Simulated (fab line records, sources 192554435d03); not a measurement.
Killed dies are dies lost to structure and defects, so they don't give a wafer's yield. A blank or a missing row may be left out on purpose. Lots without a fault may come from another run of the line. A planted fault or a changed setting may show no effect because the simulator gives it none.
Split-lot experiment | flow n5_finfet | 7 lots, 39 wafers read, on a route of 1938 steps

THE SPLIT
At N5_SD_EPI_N_LINER_46 (material SiNx, target thk 3 nm), the setting target_thk_a was moved away from the recipe's 30 angstrom on 12 of the 39 wafers read, by -15.3% to +11.8%. The other wafers ran this setting at the recipe's value.

The reading is taken at the split's own step.

THE READING
SiNx_of_SD_EPI_N_LINER_46.thk_nm (the simulator's own value, which no gauge read), in nm, at N5_SD_EPI_N_LINER_46 (material SiNx, target thk 3 nm). The file gives no usual value for it.

wafer  | tool, chamber at the split | target_thk_a as run, angstrom | against the recipe | SiNx_of_SD_EPI_N_LINER_46.thk_nm, nm | against lot-mates on the recipe
L074.1 | ald_sin-03, 1,2,3,0,0,1    | 30                            | recipe             | 3                                    | -
L074.2 | ald_sin-03, 1,2,3,0,0,1    | 30                            | recipe             | 3                                    | -
L074.3 | ald_sin-03, 1,2,3,0,0,1    | 30                            | recipe             | 3                                    | -
L074.4 | ald_sin-03, 1,2,3,0,0,1    | 30                            | recipe             | 3                                    | -
L074.5 | ald_sin-03, 1,2,3,0,0,1    | 30                            | recipe             | 3                                    | -
L074.6 | ald_sin-03, 1,2,3,0,0,1    | 30                            | recipe             | 3                                    | -
L075.2 | ald_sin-01, 0,3,3          | 30                            | recipe             | 3                                    | -
L075.3 | ald_sin-01, 0,3,3          | 30                            | recipe             | 3                                    | -
L075.5 | ald_sin-01, 0,3,3          | 30                            | recipe             | 3                                    | -
L076.1 | ald_sin-03, 3,1,3          | 30                            | recipe             | 3                                    | -
L076.3 | ald_sin-03, 3,1,3          | 30                            | recipe             | 3                                    | -
L076.5 | ald_sin-03, 3,1,3          | 30                            | recipe             | 3                                    | -
L076.2 | ald_sin-03, 2,0,0          | 25.4                          | -15.3%             | 2.6                                  | -0.4
L076.4 | ald_sin-03, 2,0,0          | 25.4                          | -15.3%             | 2.6                                  | -0.4
L076.6 | ald_sin-03, 2,0,0          | 25.4                          | -15.3%             | 2.6                                  | -0.4
L079.1 | ald_sin-03, 0,3,2          | 33.53                         | +11.8%             | 3.4                                  | +0.4
L079.3 | ald_sin-03, 0,3,2          | 33.53                         | +11.8%             | 3.4                                  | +0.4
L079.4 | ald_sin-03, 0,3,2          | 33.53                         | +11.8%             | 3.4                                  | +0.4
L079.2 | ald_sin-03, 1,0,3          | 30                            | recipe             | 3                                    | -
L079.5 | ald_sin-03, 1,0,3          | 30                            | recipe             | 3                                    | -
L079.6 | ald_sin-03, 1,0,3          | 30                            | recipe             | 3                                    | -
L087.1 | ald_sin-04, 3,0,3          | 32.57                         | +8.6%              | 3.2                                  | +0.2
L087.2 | ald_sin-04, 3,0,3          | 32.57                         | +8.6%              | 3.2                                  | +0.2
L087.6 | ald_sin-04, 3,0,3          | 32.57                         | +8.6%              | 3.2                                  | +0.2
L087.3 | ald_sin-04, 2,1,2          | 30                            | recipe             | 3                                    | -
L087.4 | ald_sin-04, 2,1,2          | 30                            | recipe             | 3                                    | -
L087.5 | ald_sin-04, 2,1,2          | 30                            | recipe             | 3                                    | -
L089.1 | ald_sin-04, 0,2,1,3,1,0    | 30                            | recipe             | 3                                    | -
L089.2 | ald_sin-04, 0,2,1,3,1,0    | 30                            | recipe             | 3                                    | -
L089.3 | ald_sin-04, 0,2,1,3,1,0    | 30                            | recipe             | 3                                    | -
L089.4 | ald_sin-04, 0,2,1,3,1,0    | 30                            | recipe             | 3                                    | -
L089.5 | ald_sin-04, 0,2,1,3,1,0    | 30                            | recipe             | 3                                    | -
L089.6 | ald_sin-04, 0,2,1,3,1,0    | 30                            | recipe             | 3                                    | -
L094.1 | ald_sin-03, 0,2,3          | 32.87                         | +9.6%              | 3.2                                  | +0.2
L094.5 | ald_sin-03, 0,2,3          | 32.87                         | +9.6%              | 3.2                                  | +0.2
L094.6 | ald_sin-03, 0,2,3          | 32.87                         | +9.6%              | 3.2                                  | +0.2
L094.2 | ald_sin-03, 3,1,2          | 30                            | recipe             | 3                                    | -
L094.3 | ald_sin-03, 3,1,2          | 30                            | recipe             | 3                                    | -
L094.4 | ald_sin-03, 3,1,2          | 30                            | recipe             | 3                                    | -
Where a row lists several chambers, the file gives one row for several wafers and doesn't say which wafer went through which chamber.

THE FIT
A straight line over all 39 wafers: SiNx_of_SD_EPI_N_LINER_46.thk_nm changes by +0.0268 nm for each +1% of target_thk_a; r = +0.99; the points scatter about the line by 0.03 nm.
The same after taking each lot's own level away (the mean of its wafers on the recipe; 39 wafers): +0.0268 nm for each +1%; r = +0.99; scatter 0.03 nm.
On that fit, the largest move of target_thk_a shifts the reading by 0.41 nm.
The lots' own levels span 3.00 to 3.00 nm.
So the lot-to-lot level changes the slope little: the two slopes agree.
Check: with one of the wafers moved furthest among these (-15.3%) left out of the fit, the line predicts -0.414 nm for it against its lot-mates. It came out at -0.4 nm against them.

OTHER SPLITS ON THESE WAFERS
These wafers also went through other splits before the reading. Each is held against what the fit with the lots' levels taken away leaves over:
other split on the same wafers       | wafers away from the commonest value | r with SiNx_of_SD_EPI_N_LINER_46.thk_nm (lot level and that fit taken away)
N5_FIN_SAQP_ALD_61 temp_c            | 15                                   | +0.40
N5_FIN_SAQP_ETCH_65 time_s           | 12                                   | -0.07
N5_DUMMY_GATE_ETCH_31 target_depth_a | 15                                   | +0.20
N5_DUMMY_GATE_ETCH_32 time_s         | 15                                   | +0.29

THE FILE'S OWN FIT
SiNx_of_SD_EPI_N_LINER_46.thk_nm changes by +0.0269 nm for each +1% of target_thk_a, r = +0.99.
